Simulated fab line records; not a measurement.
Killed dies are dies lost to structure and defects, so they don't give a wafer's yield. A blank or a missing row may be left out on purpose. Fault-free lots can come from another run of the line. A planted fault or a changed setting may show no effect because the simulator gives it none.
Comparing a struck lot with a sound one / flow nand_harc / 40 steps out of a route of 1159
Sound: the wafers L852.1, L852.5, L852.6. Struck: wafers L865.1, L865.3. (L865.6 of the same lot was not struck and is left out.) The cause comes at the end.
Per side, at each step with rows, come the tool, then ch with its chambers, and then its first start. Under that, the readings that differ: sound wafers / struck wafers / difference of the means / sigmas: that difference in standard deviations of wafers without a fault.
alike: same words and numbers on both sides, and readings whose means sit less than 2 such deviations apart. not compared: any withheld reading, any reading some wafer has no value for, any bound like >300 that may hide the same value, and any number with overlapping values for which the record gives no deviation.
Wherever a step has rows on one side only, a row that says differs or no value, or a row with sigmas, the two part there. Non-overlapping numbers with no deviation appear without sigmas and do not part them. A reading that every wafer of one side lacks parts them only if that side has two wafers or more.

first, 1 step without rows for these wafers: NHARC_A_BONDPAD_HARDBAKE_10 (time 65 s).
NHARC_A_BONDPAD_DESCUM_11: chemistry O2, time 3 s.
  sound on rie_diel-03 ch 0,1, day 18 02:52; struck on rie_diel-03 ch 2,3, day 21 03:45
  alike: drypump_motor_current_A, oes_product_au, rf_vpp_V, showerhead_plenum_p_Torr, throttle_valve_pct
  not compared: rf_hours_counter_h
then, 1 step without rows for these wafers: NHARC_A_BONDPAD_ETCH_34 (etches the open film in N2/H2, target depth 60 nm, overetch 18 nm, time 65.91 s).
NHARC_A_BONDPAD_ETCH_12: etches the open film in CHF3/O2, target depth 220 nm, time 110 s.
  sound: rie_diel-03 ch 2,3; struck: rie_diel-03 ch 1,2
  alike: chf3_flow_sccm, drypump_motor_current_A, oes_product_au, rf_vpp_V, showerhead_plenum_p_Torr, throttle_valve_pct
  not compared: rf_hours_counter_h
NHARC_A_BONDPAD_CD_MEAS_13:
  struck on cd_sem-01, day 21 04:04; sound on cd_sem-03, day 18 03:10
  alike: cd_nm
then, 1 step without rows for these wafers: NHARC_A_BONDPAD_STRIP_15 (strips in O2).
NHARC_A_BONDPAD_ETCH_24: etches the open film in CF4/N2, target depth 30 nm, time 72.99 s.
  sound: rie_diel-03 ch 0,3; struck: rie_diel-11 ch 1,2
  alike: drypump_motor_current_A, n2_flow_sccm, oes_product_au, rf_vpp_V, showerhead_plenum_p_Torr, throttle_valve_pct
  not compared: rf_hours_counter_h
then, 1 step without rows for these wafers: NHARC_A_BONDPAD_STRIP_16 (strips in post etch residue remover, time 600 s).
NHARC_A_BONDPAD_DEGAS_25: time 60 s.
  struck on pvd_sputter-03, day 21 04:46; sound on pvd_sputter-01, day 18 03:49
  alike: heater_power_w, susceptor_temp_C
then, 3 steps without rows for these wafers: NHARC_A_BONDPAD_PRE_CLEAN_26 (time 30 s); NHARC_A_BONDPAD_PVD_17 (deposits TaN, target thk 5 nm, time 8.06 s); NHARC_A_BONDPAD_PVD_27 (deposits Cu, target thk 30 nm, time 20.49 s).
NHARC_A_BONDPAD_ECD_18: material Cu, target thk 400 nm.
  sound on ecd_cu-02 ch 0,1, day 18 04:11; struck on ecd_cu-02 ch 0,1, day 21 05:07
NHARC_A_BONDPAD_ANNEAL_28: time 90 s.
  sound on rtp_anneal-02 ch 0, day 18 04:35; struck on rtp_anneal-02 ch 0, day 21 05:29
  alike: anneal_temp_c_max, wafer_temp_C_max
then, 2 steps without rows for these wafers: NHARC_A_BONDPAD_CMP_19 (polishes, t overpolish 30 s, cu recess touch 16 s, target thk 169.8 nm); NHARC_A_BONDPAD_SRD_21 (time 30 s, dry time 20 s).
NHARC_A_BONDPAD_INSPECT_23:
  struck on defect_inspect-02, day 21 06:22; sound on defect_inspect-01, day 18 05:28
  alike: raw_defect_count
then, 5 steps without rows for these wafers: NHARC_HYBRID_BOND_ACTIVATE_00 (chemistry N2, time 60 s); NHARC_HYBRID_BOND_PRECLEAN_01 (cleans in DIW, time 300 s); NHARC_HYBRID_BOND_SRD_02 (time 30 s, dry time 20 s); NHARC_HYBRID_BOND_BOND_03; NHARC_HYBRID_BOND_ANNEAL_04 (time 7200 s).
NHARC_HYBRID_BOND_OVL_MEAS_05:
  the record holds rows for the sound wafers here (overlay-02, day 18 17:19) but none for the struck ones
NHARC_HYBRID_BOND_INSPECT_06: inspects for defects (ir void).
  the record holds rows for the sound wafers here (defect_inspect-02, day 18 17:23) but none for the struck ones
then, 2 steps without rows for these wafers: NHARC_THIN_TSV_GRIND_00; NHARC_THIN_TSV_CMP_01 (polishes).
NHARC_THIN_TSV_THK_MEAS_02: measures by ir.
  the record holds rows for the sound wafers here (film_metro-02, day 18 21:26) but none for the struck ones
then, 12 steps without rows for these wafers: NHARC_THIN_TSV_SRD_03; NHARC_THIN_TSV_PRECLEAN_41 (cleans in SC1); NHARC_THIN_TSV_SRD_42; NHARC_THIN_TSV_DEP_43 (deposits SiO2, target thk 1328.5 nm); NHARC_THIN_TSV_DEHYDRATE_04 (time 120 s); NHARC_THIN_TSV_HMDS_05 (time 30 s); NHARC_THIN_TSV_COAT_06; NHARC_THIN_TSV_SOFTBAKE_07 (time 95 s); NHARC_THIN_TSV_EBR_08; NHARC_THIN_TSV_EXPOSE_09 (exposes mask TSV); NHARC_THIN_TSV_PEB_10 (peb time 85 s); NHARC_THIN_TSV_DEVELOP_11 (time 70 s).
NHARC_END_SORT_01:
  here the record holds rows for the struck wafers (prober-02 ch 0, day 22 11:22) but none for the sound ones

== WHERE THEY PART ==
Earliest at NHARC_HYBRID_BOND_OVL_MEAS_05; latest, in this record, at NHARC_END_SORT_01.

WHY: what the simulator had put in
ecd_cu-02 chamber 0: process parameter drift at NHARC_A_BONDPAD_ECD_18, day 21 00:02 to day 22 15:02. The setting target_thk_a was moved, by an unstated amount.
